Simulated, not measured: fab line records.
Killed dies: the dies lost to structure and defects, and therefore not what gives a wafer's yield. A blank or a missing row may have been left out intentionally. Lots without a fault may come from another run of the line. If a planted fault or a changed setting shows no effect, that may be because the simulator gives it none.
Which tool is to blame? -- flow n5 finfet -- 30 wafers from 10 lots sampled at 7 of the route's 1938 steps

== WHAT EACH GAUGE READ, for each wafer ==
N5_BEOL_M3_CD_MEAS_11: target cd 17.05 nm. Usual: cd nm at 17.04 nm, with a standard deviation of 0.25.
lot,measured,on,cd nm (nm),flag
L412,day 7 06:37,cd sem-02,17.11 17.09 17.00,
L413,day 7 07:40,cd sem-01,16.32 16.42 16.55,
L416,day 7 20:50,cd sem-01,16.97 16.83 16.66,
L420,day 9 11:19,cd sem-01,18.83 18.01 18.09,OFF
L421,day 9 15:38,cd sem-01,18.20 18.22 17.97,OFF
L422,day 10 00:28,cd sem-03,17.74 17.97 17.89,OFF
L424,day 10 13:23,cd sem-02,16.93 16.99 17.02,
L425,day 10 16:46,cd sem-02,17.32 17.09 17.04,
L432,day 12 04:28,cd sem-01,16.88 17.07 16.93,
L433,day 12 06:59,cd sem-01,16.85 17.17 17.01,

N5_BEOL_M3_CD_MEAS_18: pitch 36 nm, target cd 18 nm. Usual: cd nm at 18.0 nm, with a standard deviation of 0.35.
lot,measured,on,cd nm (nm),flag
L412,day 7 08:29,cd sem-01,17.9 18.3 18.4,
L413,day 7 08:44,cd sem-02,17.9 17.6 17.8,
L416,day 7 22:17,cd sem-02,17.9 18.1 18.4,
L420,day 9 11:52,cd sem-03,19.7 19.5 18.8,OFF
L421,day 9 16:11,cd sem-01,19.1 18.6 19.1,
L422,day 10 01:01,cd sem-03,19.2 19.3 19.2,OFF
L424,day 10 13:56,cd sem-01,17.5 17.5 18.0,
L425,day 10 17:26,cd sem-03,18.2 18.4 18.3,
L432,day 12 05:08,cd sem-01,18.0 17.7 18.1,
L433,day 12 07:32,cd sem-01,17.9 18.4 18.4,

N5_BEOL_M4_RC_MEAS_101. Usual: DIBL_N 36.1 mV/V, standard deviation 1.6; DIBL_P 35.8 mV/V, standard deviation 2.1; IOFF_N 0.16 nA/um, standard deviation 0.031; IOFF_P 0.21 nA/um, standard deviation 0.034; ION_N 673 uA/um, standard deviation 12; ION_P 461 uA/um, standard deviation 7.2; SS_N 71.4 mV/dec, standard deviation 0.59; SS_P 73.3 mV/dec, standard deviation 0.63; VT_N 250 mV, standard deviation 3.1; VT_P -250 mV, standard deviation 3.3.
lot,measured,on,DIBL_N (mV/V),DIBL_P (mV/V),IOFF_N (nA/um),IOFF_P (nA/um),ION_N (uA/um),ION_P (uA/um),SS_N (mV/dec),SS_P (mV/dec),VT_N (mV),VT_P (mV),flag
L412,day 8 07:15,prober-02,36.1 36.0 36.9,36.1 35.6 36.0,0.17 0.16 0.17,0.21 0.21 0.21,676 670 689,463 457 465,71.7 71.8 71.4,73.4 73.3 74.3,248 249 247,-253 -250 -252,
L413,day 8 07:31,prober-01,35.3 38.5 36.4,35.4 38.8 37.1,0.15 0.21 0.16,0.19 0.24 0.23,674 687 674,457 461 465,71.6 72.6 71.7,73.0 73.6 73.4,249 245 250,-251 -249 -247,
L416,day 9 09:04,prober-02,36.3 36.1 38.2,36.9 37.0 39.6,0.17 0.17 0.23,0.21 0.21 0.27,683 677 687,459 457 465,71.6 71.6 72.3,73.3 73.4 74.0,250 249 243,-253 -253 -249,
L422,day 10 18:57,prober-01,35.4 35.0 35.7,36.1 35.7 36.6,0.14 0.14 0.14,0.17 0.17 0.18,667 676 664,452 460 452,71.0 71.0 71.4,73.5 72.2 73.3,253 251 254,-256 -255 -255,
L424,day 11 10:46,prober-01,36.6 36.2 33.7,36.1 34.7 32.1,0.16 0.15 0.12,0.22 0.19 0.16,667 665 658,463 457 448,71.8 71.3 70.5,73.7 72.7 72.8,249 253 252,-248 -249 -251,
L425,day 11 15:33,prober-01,37.8 34.7 35.8,38.7 34.4 36.0,0.20 0.13 0.15,0.28 0.20 0.23,680 676 672,468 463 462,71.4 71.5 71.4,73.7 73.3 73.7,248 253 249,-247 -250 -250,
L432,day 13 07:11,prober-02,35.3 37.0 37.0,34.9 37.4 35.8,0.15 0.18 0.18,0.23 0.26 0.23,667 670 675,470 470 465,71.1 71.5 71.3,73.2 73.6 73.6,253 247 249,-247 -247 -247,
L433,day 13 12:44,prober-01,36.8 38.2 37.3,35.8 38.7 36.1,0.18 0.21 0.17,0.22 0.29 0.23,676 685 675,465 469 462,71.4 72.2 71.9,73.6 74.5 73.7,247 244 249,-247 -246 -249,

== EACH LOT AND THE TOOL THAT RAN IT (in order: tool; ch and the chambers of the sampled wafers; start) ==
lot,N5_BEOL_M2_SPUTTER_94,N5_BEOL_M2_CMP_52,N5_BEOL_M3_HM_DEP_02,N5_BEOL_M3_EXPOSE_08
L412,"pvd sputter-01, day 7 03:44","cmp-02 ch 0,1,2, day 7 04:29","pvd sputter-02, day 7 06:05","euv scanner-02 ch 0, day 7 06:29"
L413,"pvd sputter-03, day 7 04:49","cmp-01 ch 1,2, day 7 05:34","pvd sputter-01, day 7 07:09","euv scanner-01 ch 0, day 7 07:32"
L416,"pvd sputter-01, day 7 17:43","cmp-01 ch 0,1,3, day 7 18:32","pvd sputter-03, day 7 20:19","euv scanner-01 ch 0, day 7 20:43"
L420,"pvd sputter-03, day 9 08:58","cmp-01 ch 2,3, day 9 09:40","pvd sputter-02, day 9 10:46","euv scanner-01 ch 0, day 9 11:11"
L421,"pvd sputter-01, day 9 12:55","cmp-02 ch 1,2,3, day 9 13:47","pvd sputter-01, day 9 15:15","euv scanner-01 ch 0, day 9 15:31"
L422,"pvd sputter-03, day 9 21:56","cmp-03 ch 1,2, day 9 22:44","pvd sputter-01, day 10 00:04","euv scanner-01 ch 0, day 10 00:20"
L424,"pvd sputter-02, day 10 09:26","cmp-02 ch 1,2,3, day 10 11:10","pvd sputter-01, day 10 12:52","euv scanner-02 ch 0, day 10 13:15"
L425,"pvd sputter-02, day 10 11:16","cmp-01 ch 1,2, day 10 13:45","pvd sputter-02, day 10 16:22","euv scanner-02 ch 0, day 10 16:38"
L432,"pvd sputter-02, day 12 01:23","cmp-02 ch 0,1, day 12 02:05","pvd sputter-01, day 12 03:57","euv scanner-02 ch 0, day 12 04:21"
L433,"pvd sputter-02, day 12 04:36","cmp-03 ch 0,1,2, day 12 05:21","pvd sputter-02, day 12 06:36","euv scanner-02 ch 0, day 12 06:52"
- N5_BEOL_M2_SPUTTER_94: material Cu, target thk 4.5 nm, time 8.29 s.
- N5_BEOL_M2_CMP_52: polishes, stops on SiOC, t overpolish 6.8 s, target thk 40 nm.
- N5_BEOL_M3_HM_DEP_02: deposits TiN, target thk 20 nm.
- N5_BEOL_M3_EXPOSE_08: exposes mask M3.

== AS READ BY THE TOOLS THEMSELVES (means over the sampled wafers that have a number; for cases with no such wafer, the mark the record gives instead) ==
N5_BEOL_M2_SPUTTER_94. Usual: throttle valve pct at 29.8 %, with a standard deviation of 0.9.
lot,tool,throttle valve pct (%),flag
L412,pvd sputter-01,29.9,
L413,pvd sputter-03,30.2,
L416,pvd sputter-01,29.6,
L420,pvd sputter-03,29.8,
L421,pvd sputter-01,30.3,
L422,pvd sputter-03,29.5,
L424,pvd sputter-02,29.8,
L425,pvd sputter-02,29.9,
L432,pvd sputter-02,29.6,
L433,pvd sputter-02,29.2,

N5_BEOL_M2_CMP_52. Usual: barrier field endpoint s 24.5 s, standard deviation 0.67; motor current A 6.1 A, standard deviation 0.65; overpolish run s 6.801 s, standard deviation 0.0083; retaining ring pressure frac 0.999, standard deviation 0.005; time to endpoint s 61 s, standard deviation 3.3.
lot,tool,barrier field endpoint s (s),motor current A (A),overpolish run s (s),retaining ring pressure frac,time to endpoint s (s),flag
L412,cmp-02,24.0,6.1,6.811,0.999,58,
L413,cmp-01,25.5,6.7,6.803,0.999,65,
L416,cmp-01,25.1,5.9,6.815,1.002,64,
L420,cmp-01,24.9,6.1,6.805,0.994,61,
L421,cmp-02,23.8,6.4,6.803,0.997,59,
L422,cmp-03,24.4,6.3,6.800,0.998,62,
L424,cmp-02,24.3,6.3,6.798,0.995,59,
L425,cmp-01,24.4,6.6,6.800,1.001,63,
L432,cmp-02,24.6,6.4,6.800,0.998,61,
L433,cmp-03,25.3,6.1,6.798,1.002,64,

N5_BEOL_M3_HM_DEP_02. Usual: throttle valve pct at 30.0 %, with a standard deviation of 0.92.
lot,tool,throttle valve pct (%),flag
L412,pvd sputter-02,29.4,
L413,pvd sputter-01,30.5,
L416,pvd sputter-03,29.5,
L420,pvd sputter-02,29.6,
L421,pvd sputter-01,31.1,
L422,pvd sputter-01,30.5,
L424,pvd sputter-01,30.4,
L425,pvd sputter-02,29.0,
L432,pvd sputter-01,30.8,
L433,pvd sputter-02,29.7,

N5_BEOL_M3_EXPOSE_08. Usual: exposure dose mJ cm2 at 32.98, with a standard deviation of 0.032.
lot,tool,exposure dose mJ cm2,flag
L412,euv scanner-02,33.02,
L413,euv scanner-01,33.01,
L416,euv scanner-01,32.99,
L420,euv scanner-01,35.47,OFF
L421,euv scanner-01,34.93,OFF
L422,euv scanner-01,34.61,OFF
L424,euv scanner-02,33.03,
L425,euv scanner-02,33.02,
L432,euv scanner-02,33.00,
L433,euv scanner-02,33.02,

== THE ANSWER, worked out from the rows above alone ==
Rule: lot off if the mean of its wafers having a number is beyond 3 standard deviations from the usual mean. Also off: a lot with no number at a reading for which 4 or more lots have one. Any other lot the step has rows for is counted as sound. Order of review: gauges by route order, followed by the tools' own readings, for which a lot's mean as printed above is used. The first step at which some lot is off is used, and at that step the reading that is off furthest; a lot without a number counts as furthest.
Off, at N5_BEOL_M3_CD_MEAS_11 on cd nm: L420, L421, L422.
A tool fits if, at a process step before that reading, it ran every lot that is off, and no sound lot after the first of them. The gauges at N5_BEOL_M3_CD_MEAS_11 aren't tried: what is off there is off at N5_BEOL_M3_EXPOSE_08 too, on other tools, and a gauge's error can't cause that. One fits: N5_BEOL_M3_EXPOSE_08 on euv scanner-01. Its last sound lot is L416 (day 7 20:43), its first lot that is off L420 (day 9 11:11): a fault that began between those two fits.
On the lots that are off, the tool's own readings at N5_BEOL_M3_EXPOSE_08 differ by more than 5 times the standard deviation of the sound lots' means, which bears it out; exposure dose mJ cm2 reads 35.00 there versus 33.01 on the sound lots.

== WHAT WAS PUT IN BY THE SIMULATOR ==
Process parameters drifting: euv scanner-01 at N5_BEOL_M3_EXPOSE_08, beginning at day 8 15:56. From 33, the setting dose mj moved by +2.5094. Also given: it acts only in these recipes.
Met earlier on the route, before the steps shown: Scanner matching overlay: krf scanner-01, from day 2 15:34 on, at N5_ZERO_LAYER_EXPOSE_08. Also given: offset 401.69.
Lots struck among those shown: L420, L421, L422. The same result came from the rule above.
